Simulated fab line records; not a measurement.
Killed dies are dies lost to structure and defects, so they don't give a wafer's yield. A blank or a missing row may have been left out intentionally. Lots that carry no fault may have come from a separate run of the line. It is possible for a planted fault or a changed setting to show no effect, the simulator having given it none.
Which tool did it?	flow n5-finfet	Sampling: 9 lots, 27 wafers, 6 of 1938 route steps

## WHAT EACH GAUGE READ, for each wafer
N5_STI_FIN_REVEAL_FIN_H_MEAS_10.
lot	measured	on	trench-depth-nm (nm)
L627	day 2 19:15	ocd-02	52.1 51.7 52.1
L633	day 4 07:08	ocd-02	48.9 48.5 52.3
L634	day 4 15:25	ocd-01	52.3 52.2 51.5
L637	day 5 07:44	ocd-02	49.3 48.7 51.8
L642	day 6 15:07	ocd-02	52.9 53.4 53.0
L645	day 7 08:05	ocd-01	51.1 51.3 51.6
L646	day 7 15:47	ocd-02	51.0 51.9 52.0
L647	day 7 21:13	ocd-02	51.9 51.9 52.1
L648	day 8 02:01	ocd-01	52.5 52.4 51.3

N5_DUMMY_GATE_THK_MEAS_05.
lot	measured	on	thk-nm (nm)
L627	day 3 01:24	film-metro-02	70.1 71.1 71.2
L633	day 4 11:29	film-metro-01	73.7 72.2 74.2
L634	day 4 19:41	film-metro-01	72.9 71.1 73.5
L637	day 5 12:00	film-metro-02	72.4 70.3 70.6
L642	day 6 19:31	film-metro-02	72.8 73.5 73.0
L645	day 7 12:29	film-metro-01	71.5 70.0 70.5
L646	day 7 20:03	film-metro-01	72.8 70.8 71.7
L647	day 8 03:59	film-metro-01	72.8 71.9 73.0
L648	day 8 06:18	film-metro-02	71.6 71.7 73.9

N5_BEOL_M4_RC_MEAS_101.
lot	measured	on	DIBL_N (mV/V)	DIBL_P (mV/V)	IOFF_N (nA/um)	IOFF_N_85C (nA/um)	IOFF_P (nA/um)	ION_N (uA/um)	ION_P (uA/um)	SS_N (mV/dec)	SS_P (mV/dec)	VT_N (mV)	VT_P (mV)
L627	day 8 02:04	prober-02	37.3 37.3 37.4	38 40 38	0.18 0.19 0.18	3.5 3.7 3.5	0.23 0.27 0.22	677 675 676	459 465 460	72.0 72.5 72.6	73.5 74.2 73.8	250 248 255	-250 -248 -252
L633	day 10 05:40	prober-02	39.9 46.5 33.6	38 38 34	0.28 0.88 0.11	5.0 13.4 2.4	0.24 0.26 0.17	634 650 659	436 439 451	76.1 85.3 70.9	74.8 74.3 73.0	251 249 255	-251 -251 -254
L634	day 10 21:11	prober-01	34.4 38.7 37.1	35 39 37	0.10 0.18 0.14	2.2 3.5 2.8	0.16 0.24 0.20	657 673 651	453 467 452	70.8 71.8 71.5	73.2 74.1 73.1	260 247 252	-253 -249 -251
L637	day 11 12:04	prober-02	43.2 40.3 42.2	41 41 45	0.44 0.29 0.37	7.3 5.1 6.2	0.31 0.37 0.43	661 640 714	446 441 484	76.1 75.4 72.8	74.2 75.9 74.8	244 249 238	-247 -248 -242
L642	day 11 22:50	prober-02	36.4 36.4 37.9	37 37 40	0.15 0.15 0.19	2.9 3.0 3.6	0.19 0.20 0.24	668 679 689	458 466 471	71.9 72.0 72.1	73.5 73.8 74.0	253 252 248	-251 -252 -248
L645	day 13 00:09	prober-02	37.6 35.7 37.4	37 34 36	0.19 0.16 0.20	3.6 3.1 3.8	0.24 0.21 0.24	683 667 685	463 462 466	72.1 71.5 72.0	73.9 73.3 73.8	249 249 244	-249 -250 -250
L646	day 13 22:40	prober-02	40.5 38.6 39.9	38 36 38	0.23 0.17 0.21	4.3 3.2 3.9	0.26 0.22 0.25	684 662 687	465 460 466	72.7 73.0 71.8	73.8 73.4 74.0	246 250 250	-249 -249 -248
L647	day 13 22:26	prober-01	38.6 39.0 39.9	42 39 41	0.21 0.20 0.23	3.9 3.7 4.2	0.29 0.23 0.26	685 676 687	475 455 466	72.0 71.8 72.2	74.4 74.7 74.6	247 247 245	-249 -251 -249
L648	day 14 00:07	prober-02	37.5 34.7 37.5	39 35 40	0.18 0.13 0.19	3.4 2.7 3.5	0.22 0.17 0.26	679 673 677	466 459 463	72.5 71.5 72.1	73.7 73.4 74.5	251 254 248	-252 -252 -249

## EACH LOT AND THE TOOL THAT RAN IT (in order: tool; ch and the chambers of the sampled wafers; start)
lot	N5_FIN_CUT_STRIP_22	N5_STI_FIN_REVEAL_ALD_14	N5_STI_FIN_REVEAL_ETCHBACK_08
L627	rie-diel-02 ch 0,1,2, day 2 08:50	ald-sin-03 ch 0,1,2, day 2 09:38	rie-diel-01 ch 1,3, day 2 15:20
L633	rie-diel-06 ch 0,1,3, day 3 22:20	ald-sin-01 ch 0,2, day 3 22:35	rie-diel-01 ch 1,2,3, day 4 04:10
L634	rie-diel-04 ch 1,2, day 4 05:50	ald-sin-03 ch 0,2,3, day 4 06:05	rie-diel-03 ch 1,3, day 4 12:16
L637	rie-diel-06 ch 0,2,3, day 4 22:50	ald-sin-04 ch 1,2, day 4 23:10	rie-diel-01 ch 1,2,3, day 5 04:46
L642	rie-diel-04 ch 0,1, day 6 06:07	ald-sin-01 ch 0,1,3, day 6 06:22	rie-diel-05 ch 0,2,3, day 6 12:10
L645	rie-diel-02 ch 0,2,3, day 6 22:57	ald-sin-01 ch 0,1, day 6 23:34	rie-diel-05 ch 1,2, day 7 05:08
L646	rie-diel-04 ch 2,3, day 7 06:27	ald-sin-01 ch 0,2,3, day 7 06:42	rie-diel-01 ch 1,2,3, day 7 12:47
L647	rie-diel-02 ch 1,2,3, day 7 12:11	ald-sin-04 ch 1,2, day 7 12:26	rie-diel-01 ch 0,1, day 7 18:16
L648	rie-diel-06 ch 0,2,3, day 7 17:11	ald-sin-03 ch 0,2,3, day 7 17:25	rie-diel-05 ch 0,2,3, day 7 23:04
- N5_FIN_CUT_STRIP_22: strips in N2/H2.
- N5_STI_FIN_REVEAL_ALD_14: deposits Si3N4, target thk 3 nm.
- N5_STI_FIN_REVEAL_ETCHBACK_08: etches SiO2 in C4F6/O2, target depth 30.5 nm, time 10.167 s.

## WHAT THE TOOLS THEMSELVES READ (means of the sampled wafers that have a number; where no wafer has one, the mark that the record gives instead)
N5_FIN_CUT_STRIP_22.
lot	tool	drypump-motor-current-A (A)	oes-product-au (a.u.)	rf-vpp-V (V)	showerhead-plenum-p-Torr (Torr)	throttle-valve-pct (%)
L627	rie-diel-02	5.5	0.71	53.3	3.33	19.1
L633	rie-diel-06	5.4	0.86	54.2	3.47	19.1
L634	rie-diel-04	5.2	0.72	55.6	3.29	18.8
L637	rie-diel-06	5.6	0.82	55.4	3.51	19.1
L642	rie-diel-04	5.4	0.81	53.4	3.30	19.0
L645	rie-diel-02	5.4	0.85	53.1	3.40	19.3
L646	rie-diel-04	5.6	0.72	51.9	3.30	18.7
L647	rie-diel-02	5.9	0.87	53.2	3.39	19.1
L648	rie-diel-06	5.6	0.80	53.1	3.49	19.1

N5_STI_FIN_REVEAL_ALD_14.
lot	tool	chamber-pressure-Torr (Torr)	heater-power-w (W)
L627	ald-sin-03	1.996	864
L633	ald-sin-01	1.997	861
L634	ald-sin-03	1.999	872
L637	ald-sin-04	1.997	945
L642	ald-sin-01	2.002	886
L645	ald-sin-01	2.000	896
L646	ald-sin-01	2.000	888
L647	ald-sin-04	1.998	945
L648	ald-sin-03	2.000	885

N5_STI_FIN_REVEAL_ETCHBACK_08.
lot	tool	drypump-motor-current-A (A)	oes-product-au (a.u.)	rf-fwd-power-W (W)	rf-vpp-V (V)	showerhead-plenum-p-Torr (Torr)	throttle-valve-pct (%)
L627	rie-diel-01	5.4	0.80	340.5	662	2.91	21.08
L633	rie-diel-01	5.5	0.75	339.0	652	2.85	21.35
L634	rie-diel-03	5.3	0.78	339.8	685	2.91	21.21
L637	rie-diel-01	5.5	0.74	339.4	652	2.85	21.36
L642	rie-diel-05	5.6	0.86	341.9	659	2.85	20.98
L645	rie-diel-05	5.7	0.72	343.5	661	2.76	21.15
L646	rie-diel-01	5.5	0.72	340.7	652	2.84	21.40
L647	rie-diel-01	5.3	0.79	340.7	644	2.93	21.46
L648	rie-diel-05	5.6	0.83	342.3	658	2.84	21.00

## THE ANSWER, worked out from the rows above alone
Rule: what is usual is taken from the lots themselves. The widest of any qualifying gaps counts: lots, ordered by their means at a reading, are off when they make up no more than a third of the lots, leave a main group of 4 or more, and stand apart from it by 3 or more times the standard deviation of that group's means. The tables above print the reading to a certain number of digits; a main group whose means all agree to those digits is not used. A lot without any number at a reading at which 4 lots or more have one is off too. All remaining lots with rows at the step are treated as sound. The gauges are gone through in route order, then the tools' own readings, and for those a lot's mean is taken as printed above. The first step at which some lot is off is used, and at that step the reading that is off furthest; a lot without a number counts as furthest.
Off: at N5_BEOL_M4_RC_MEAS_101 (SS_N), L633, L637. The main group: mean 72.0 mV/dec, standard deviation 0.34.
A tool fits if, at a process step before that reading, it ran every lot that is off, and no sound lot after the first of them. Gauges at N5_BEOL_M4_RC_MEAS_101: tried the same way as those tools. None of those tried fits.

## WHAT THE SIMULATOR HAD PUT IN
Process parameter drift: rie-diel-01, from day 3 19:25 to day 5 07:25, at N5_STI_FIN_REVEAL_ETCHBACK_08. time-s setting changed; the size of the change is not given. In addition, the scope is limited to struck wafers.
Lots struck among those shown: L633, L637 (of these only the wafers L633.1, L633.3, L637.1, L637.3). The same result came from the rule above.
